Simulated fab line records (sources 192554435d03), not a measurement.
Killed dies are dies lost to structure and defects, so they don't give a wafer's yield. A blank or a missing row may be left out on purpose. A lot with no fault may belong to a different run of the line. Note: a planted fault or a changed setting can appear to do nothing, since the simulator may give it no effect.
Which of the tools did it? -- flow n5 finfet -- Sampling: 21 lots, 63 wafers, 6 of 1938 route steps

== WHAT THE GAUGES READ, wafer by wafer ==
No reading from a measuring or inspecting step in the record can be judged against a usual standard deviation.

== WHICH TOOL RAN EACH LOT (tool, then ch and the chambers of the sampled wafers, then the start) ==
lot,N5_HKMG_FIN_ALD_79,N5_HKMG_FIN_ETCH_31,N5_HKMG_FIN_ETCH_32,N5_HKMG_FIN_STRIP_92,N5_HKMG_FIN_ALD_91,N5_HKMG_FIN_NWFM_ALD_20
L074,"ald metal-02 ch 0,1,3, day 4 04:23","rie diel-04 ch 0,2,3, day 4 06:23","rie diel-04 ch 0,2,3, day 4 06:26","rie diel-04 ch 0,2,3, day 4 06:48","ald metal-03 ch 0,1,2, day 4 07:20","ald metal-04 ch 0,1,3, day 4 08:19"
L075,"ald metal-02 ch 0,3, day 4 08:06","rie diel-04 ch 0,1, day 4 10:11","rie diel-04 ch 0,1, day 4 10:15","rie diel-04 ch 0,1, day 4 10:37","ald metal-02 ch 0,2,3, day 4 11:08","ald metal-04 ch 0,1,2, day 4 12:07"
L076,"ald metal-04 ch 0,2,3, day 4 11:34","rie diel-06 ch 0,1,2, day 4 13:49","rie diel-06 ch 0,1,2, day 4 13:53","rie diel-06 ch 0,1,2, day 4 14:14","ald metal-03 ch 1,3, day 4 14:47","ald metal-04 ch 0,1, day 4 15:46"
L077,"ald metal-02 ch 0,1, day 4 20:34","rie diel-06 ch 1,3, day 4 22:29","rie diel-06 ch 1,3, day 4 22:33","rie diel-06 ch 1,3, day 4 22:55","ald metal-04 ch 0,2,3, day 4 23:26","ald metal-02 ch 0,2,3, day 5 00:28"
L078,"ald metal-03 ch 2,3, day 5 02:59","rie diel-04 ch 1,2, day 5 05:12","rie diel-04 ch 1,2, day 5 05:16","rie diel-04 ch 1,2, day 5 05:37","ald metal-03 ch 0,3, day 5 06:09","ald metal-04 ch 0,3, day 5 07:12"
L079,"ald metal-04 ch 1,2,3, day 5 11:28","rie diel-01 ch 0,2, day 5 13:34","rie diel-01 ch 0,2, day 5 13:37","rie diel-01 ch 0,2, day 5 13:58","ald metal-04 ch 0,1, day 5 14:30","ald metal-03 ch 2,3, day 5 15:28"
L080,"ald metal-04 ch 2,3, day 5 19:50","rie diel-01 ch 0,2,3, day 5 22:19","rie diel-01 ch 0,2,3, day 5 22:23","rie diel-01 ch 0,2,3, day 5 22:44","ald metal-02 ch 1,2, day 5 23:16","ald metal-02 ch 0,1,3, day 6 00:14"
L081,"ald metal-04 ch 0,3, day 5 20:47","rie diel-01 ch 0,1,2, day 5 22:53","rie diel-01 ch 0,1,2, day 5 22:56","rie diel-01 ch 0,1,2, day 5 23:18","ald metal-04 ch 0,3, day 5 23:50","ald metal-02 ch 0,1,2, day 6 00:52"
L082,"ald metal-04 ch 0,1,2, day 6 07:26","rie diel-01 ch 0,3, day 6 09:31","rie diel-01 ch 0,3, day 6 09:34","rie diel-01 ch 0,3, day 6 09:55","ald metal-02 ch 1,2,3, day 6 10:27","ald metal-03 ch 1,2, day 6 11:26"
L084,"ald metal-02 ch 0,1,2, day 6 15:19","rie diel-04 ch 0,1,2, day 6 17:21","rie diel-04 ch 0,1,2, day 6 17:25","rie diel-04 ch 0,1,2, day 6 17:46","ald metal-04 ch 1,3, day 6 18:18","ald metal-02 ch 1,2,3, day 6 19:16"
L085,"ald metal-02 ch 0,2, day 6 20:25","rie diel-01 ch 0,1, day 6 22:39","rie diel-01 ch 0,1, day 6 22:42","rie diel-01 ch 0,1, day 6 23:04","ald metal-02 ch 0,2,3, day 6 23:42","ald metal-03 ch 2,3, day 7 00:44"
L087,"ald metal-03 ch 1,2,3, day 7 07:47","rie diel-06 ch 0,1,3, day 7 09:50","rie diel-06 ch 0,1,3, day 7 09:54","rie diel-06 ch 0,1,3, day 7 10:16","ald metal-04 ch 2,3, day 7 10:47","ald metal-04 ch 0,3, day 7 12:00"
L088,"ald metal-02 ch 2,3, day 7 12:28","rie diel-06 ch 1,3, day 7 14:42","rie diel-06 ch 1,3, day 7 14:46","rie diel-06 ch 1,3, day 7 15:07","ald metal-04 ch 0,2, day 7 15:39","ald metal-04 ch 0,1,3, day 7 16:42"
L089,"ald metal-02 ch 2,3, day 7 17:55","rie diel-01 ch 0,3, day 7 19:50","rie diel-01 ch 0,3, day 7 19:53","rie diel-01 ch 0,3, day 7 20:14","ald metal-03 ch 0,1,3, day 7 20:46","ald metal-02 ch 0,1,2, day 7 21:45"
L090,"ald metal-04 ch 1,2, day 8 00:18","rie diel-04 ch 0,2,3, day 8 02:13","rie diel-04 ch 0,2,3, day 8 02:16","rie diel-04 ch 0,2,3, day 8 02:38","ald metal-03 ch 0,1, day 8 03:10","ald metal-02 ch 0,1, day 8 04:08"
L092,"ald metal-02 ch 0,2,3, day 8 12:19","rie diel-01 ch 0,1,2, day 8 14:27","rie diel-01 ch 0,1,2, day 8 14:31","rie diel-01 ch 0,1,2, day 8 14:52","ald metal-03 ch 0,3, day 8 15:26","ald metal-04 ch 1,2,3, day 8 16:28"
L093,"ald metal-03 ch 0,1, day 8 16:50","rie diel-01 ch 0,1,3, day 8 19:26","rie diel-01 ch 0,1,3, day 8 19:30","rie diel-01 ch 0,1,3, day 8 19:52","ald metal-04 ch 0,2,3, day 8 20:23","ald metal-02 ch 0,2, day 8 21:26"
L094,"ald metal-02 ch 0,2, day 8 23:56","rie diel-06 ch 0,2, day 9 01:53","rie diel-06 ch 0,2, day 9 01:57","rie diel-06 ch 0,2, day 9 02:19","ald metal-02 ch 2,3, day 9 02:50","ald metal-04 ch 1,2,3, day 9 03:56"
L095,"ald metal-04 ch 0,1,2, day 9 06:07","rie diel-01 ch 1,2, day 9 08:11","rie diel-01 ch 1,2, day 9 08:14","rie diel-01 ch 1,2, day 9 08:36","ald metal-03 ch 0,1,3, day 9 09:08","ald metal-02 ch 0,3, day 9 10:06"
L096,"ald metal-04 ch 1,2,3, day 9 13:46","rie diel-06 ch 0,2,3, day 9 15:49","rie diel-06 ch 0,2,3, day 9 15:52","rie diel-06 ch 0,2,3, day 9 16:14","ald metal-04 ch 0,1,2, day 9 16:46","ald metal-03 ch 0,1,3, day 9 17:44"
L097,"ald metal-02 ch 0,2,3, day 9 20:23","rie diel-06 ch 0,2,3, day 9 22:20","rie diel-06 ch 0,2,3, day 9 22:23","rie diel-06 ch 0,2,3, day 9 22:44","ald metal-04 ch 0,3, day 9 23:16","ald metal-03 ch 2,3, day 10 00:27"
- N5_HKMG_FIN_ALD_79: deposits TiN, target thk 1.5 nm, pulse time 1 s, purge time 3 s.
- N5_HKMG_FIN_ETCH_31: etches SiARC in CF4, target depth 45.5 nm, time 75.8 s.
- N5_HKMG_FIN_ETCH_32: etches SOC in N2/H2, target depth 240 nm, time 300 s.
- N5_HKMG_FIN_STRIP_92: strips SOC in N2/H2, time 20 s.
- N5_HKMG_FIN_ALD_91: deposits TiN, target thk 1 nm, pulse time 1 s, purge time 3 s.
- N5_HKMG_FIN_NWFM_ALD_20: deposits TiAlC, target thk 2 nm, pulse time 3 s, purge time 2 s.

== WHAT THE TOOLS THEMSELVES READ (means of the sampled wafers that have a number; where no wafer has one, the mark that the record gives instead) ==
N5_HKMG_FIN_ALD_79.
lot,tool,chamber pressure Torr (Torr),heater power w (W),precursor pulse height rel
L074,ald metal-02,3.004,785,1.007
L075,ald metal-02,2.997,705,0.988
L076,ald metal-04,2.998,892,1.007
L077,ald metal-02,2.997,826,1.015
L078,ald metal-03,3.001,960,1.008
L079,ald metal-04,3.001,887,1.003
L080,ald metal-04,2.999,865,1.009
L081,ald metal-04,3.000,923,0.981
L082,ald metal-04,3.002,946,1.005
L084,ald metal-02,2.999,876,1.012
L085,ald metal-02,3.007,837,1.001
L087,ald metal-03,2.995,935,0.986
L088,ald metal-02,3.002,751,1.000
L089,ald metal-02,2.999,823,0.993
L090,ald metal-04,2.999,954,1.008
L092,ald metal-02,2.996,802,0.995
L093,ald metal-03,2.997,908,1.005
L094,ald metal-02,2.992,839,1.003
L095,ald metal-04,3.004,936,0.993
L096,ald metal-04,3.003,894,0.990
L097,ald metal-02,2.999,806,0.994

N5_HKMG_FIN_ETCH_31.
lot,tool,drypump motor current A (A),etch rf on time s (s),oes product au (a.u.),rf vpp V (V),showerhead plenum p Torr (Torr),throttle valve pct (%)
L074,rie diel-04,5.93,73.4,0.72,184.9,2.16,15.30
L075,rie diel-04,5.71,75.7,0.68,183.3,2.16,15.43
L076,rie diel-06,5.72,75.8,0.70,184.9,2.17,15.59
L077,rie diel-06,5.97,73.9,0.64,185.5,2.20,15.73
L078,rie diel-04,5.44,73.3,0.63,184.0,2.19,15.45
L079,rie diel-01,5.62,76.8,0.66,183.8,2.10,15.89
L080,rie diel-01,5.49,75.7,0.71,183.8,2.13,15.71
L081,rie diel-01,5.50,75.9,0.67,184.0,2.15,15.81
L082,rie diel-01,5.40,74.7,0.76,185.1,2.17,15.55
L084,rie diel-04,5.71,74.0,0.67,184.6,2.18,15.41
L085,rie diel-01,5.41,76.2,0.67,185.1,2.20,15.76
L087,rie diel-06,5.86,76.0,0.67,183.6,2.15,15.51
L088,rie diel-06,5.96,74.2,0.63,184.1,2.19,15.77
L089,rie diel-01,5.25,73.5,0.76,184.3,2.18,15.51
L090,rie diel-04,5.96,74.4,0.68,183.8,2.15,15.37
L092,rie diel-01,5.49,75.7,0.65,184.7,2.14,15.86
L093,rie diel-01,5.40,75.2,0.70,183.8,2.18,15.69
L094,rie diel-06,5.63,74.1,0.72,184.2,2.15,15.60
L095,rie diel-01,5.74,78.5,0.58,183.3,2.10,16.11
L096,rie diel-06,5.75,75.6,0.70,183.3,2.14,15.49
L097,rie diel-06,5.76,74.9,0.70,183.9,2.14,15.50

N5_HKMG_FIN_ETCH_32.
lot,tool,drypump motor current A (A),oes product au (a.u.),rf vpp V (V),showerhead plenum p Torr (Torr),throttle valve pct (%)
L074,rie diel-04,5.97,0.86,524.8,2.57,17.56
L075,rie diel-04,5.70,0.80,524.3,2.55,17.57
L076,rie diel-06,5.72,0.83,524.8,2.56,17.81
L077,rie diel-06,5.97,0.76,525.2,2.60,17.82
L078,rie diel-04,5.46,0.74,525.5,2.61,17.61
L079,rie diel-01,5.60,0.77,522.7,2.49,18.14
L080,rie diel-01,5.49,0.82,522.6,2.55,18.01
L081,rie diel-01,5.52,0.79,523.8,2.57,18.17
L082,rie diel-01,5.42,0.88,525.5,2.60,17.90
L084,rie diel-04,5.70,0.78,524.5,2.59,17.61
L085,rie diel-01,5.41,0.79,526.0,2.65,18.20
L087,rie diel-06,5.88,0.79,524.3,2.56,17.75
L088,rie diel-06,5.97,0.73,525.4,2.59,17.86
L089,rie diel-01,5.26,0.88,525.2,2.61,17.91
L090,rie diel-04,5.95,0.80,523.9,2.56,17.62
L092,rie diel-01,5.51,0.75,524.3,2.56,18.20
L093,rie diel-01,5.42,0.81,525.0,2.62,18.08
L094,rie diel-06,5.62,0.84,524.4,2.54,17.82
L095,rie diel-01,5.75,0.68,522.6,2.48,18.34
L096,rie diel-06,5.79,0.82,523.6,2.53,17.75
L097,rie diel-06,5.76,0.82,523.7,2.53,17.76

N5_HKMG_FIN_STRIP_92.
lot,tool,drypump motor current A (A),oes product au (a.u.),power w (W),rf vpp V (V),showerhead plenum p Torr (Torr),throttle valve pct (%)
L074,rie diel-04,5.95,0.85,500.2,54.2,3.40,18.8
L075,rie diel-04,5.69,0.79,500.0,54.2,3.37,18.7
L076,rie diel-06,5.73,0.81,501.3,53.8,3.39,19.1
L077,rie diel-06,5.99,0.76,501.6,54.0,3.43,18.8
L078,rie diel-04,5.47,0.74,499.2,54.3,3.44,18.6
L079,rie diel-01,5.61,0.77,500.3,54.1,3.29,19.3
L080,rie diel-01,5.53,0.83,499.3,54.7,3.36,19.2
L081,rie diel-01,5.52,0.79,501.8,54.4,3.39,19.4
L082,rie diel-01,5.42,0.88,499.5,53.9,3.43,19.1
L084,rie diel-04,5.71,0.77,500.7,53.4,3.42,18.8
L085,rie diel-01,5.43,0.79,501.0,54.8,3.49,19.5
L087,rie diel-06,5.86,0.79,499.8,53.9,3.38,19.0
L088,rie diel-06,5.99,0.75,500.8,55.1,3.42,18.9
L089,rie diel-01,5.27,0.89,500.5,54.7,3.45,19.2
L090,rie diel-04,5.95,0.80,497.5,54.5,3.38,18.9
L092,rie diel-01,5.53,0.77,500.1,54.5,3.38,19.4
L093,rie diel-01,5.43,0.82,499.6,53.9,3.45,19.3
L094,rie diel-06,5.64,0.82,499.7,54.5,3.35,19.2
L095,rie diel-01,5.77,0.68,500.0,54.7,3.28,19.5
L096,rie diel-06,5.77,0.82,500.9,53.9,3.35,19.0
L097,rie diel-06,5.78,0.81,499.3,53.7,3.35,19.0

N5_HKMG_FIN_ALD_91.
lot,tool,chamber pressure Torr (Torr),heater power w (W),precursor pulse height rel
L074,ald metal-03,2.999,889,0.976
L075,ald metal-02,2.993,810,1.009
L076,ald metal-03,3.002,953,0.987
L077,ald metal-04,3.001,885,1.009
L078,ald metal-03,3.005,913,1.013
L079,ald metal-04,3.003,976,1.015
L080,ald metal-02,2.997,892,0.991
L081,ald metal-04,3.003,904,1.009
L082,ald metal-02,3.002,824,0.999
L084,ald metal-04,2.994,910,0.981
L085,ald metal-02,3.000,793,0.988
L087,ald metal-04,2.997,853,0.995
L088,ald metal-04,3.000,956,1.012
L089,ald metal-03,3.002,932,0.986
L090,ald metal-03,3.001,872,0.995
L092,ald metal-03,3.006,946,0.990
L093,ald metal-04,3.004,884,0.992
L094,ald metal-02,3.001,822,0.983
L095,ald metal-03,3.000,924,1.013
L096,ald metal-04,3.000,942,1.012
L097,ald metal-04,2.995,918,0.995

N5_HKMG_FIN_NWFM_ALD_20.
lot,tool,chamber pressure Torr (Torr),heater power w (W),precursor pulse height rel
L074,ald metal-04,2.994,505,0.977
L075,ald metal-04,2.999,525,0.980
L076,ald metal-04,3.006,542,1.019
L077,ald metal-02,2.999,443,0.999
L078,ald metal-04,3.001,487,0.997
L079,ald metal-03,3.005,538,1.011
L080,ald metal-02,3.004,443,0.987
L081,ald metal-02,3.002,484,1.028
L082,ald metal-03,3.005,502,0.991
L084,ald metal-02,2.998,458,0.993
L085,ald metal-03,3.002,527,0.986
L087,ald metal-04,3.003,506,1.002
L088,ald metal-04,2.998,513,0.986
L089,ald metal-02,2.998,486,0.973
L090,ald metal-02,3.001,481,0.981
L092,ald metal-04,3.006,496,0.998
L093,ald metal-02,3.001,485,1.000
L094,ald metal-04,3.001,493,1.001
L095,ald metal-02,3.002,421,1.002
L096,ald metal-03,2.998,521,0.998
L097,ald metal-03,3.006,517,1.029

== THE ANSWER, worked out from the rows above alone ==
Rule: the lots themselves supply what counts as usual. Put in order of their means at a reading, lots are off if they are a third of the lots or fewer, leave a main group of 4 or more, and stand apart from it by a gap of 3 or more times the standard deviation of the main group's means; of several such gaps the widest counts. If all means in a main group match to the digits the tables above print for the reading, that group is not used. Also off: a lot with no number at a reading for which 4 or more lots have one. Any other lot the step has rows for is counted as sound. First the gauges in route order, then the tools' own readings, where a lot's mean is used as printed above. At the first step where some lot is off, the reading lying furthest off is the one used; lots without a number count as furthest.
None of the lots is off at any reading shown; this tells nothing.

== WHAT THE SIMULATOR HAD PUT IN ==
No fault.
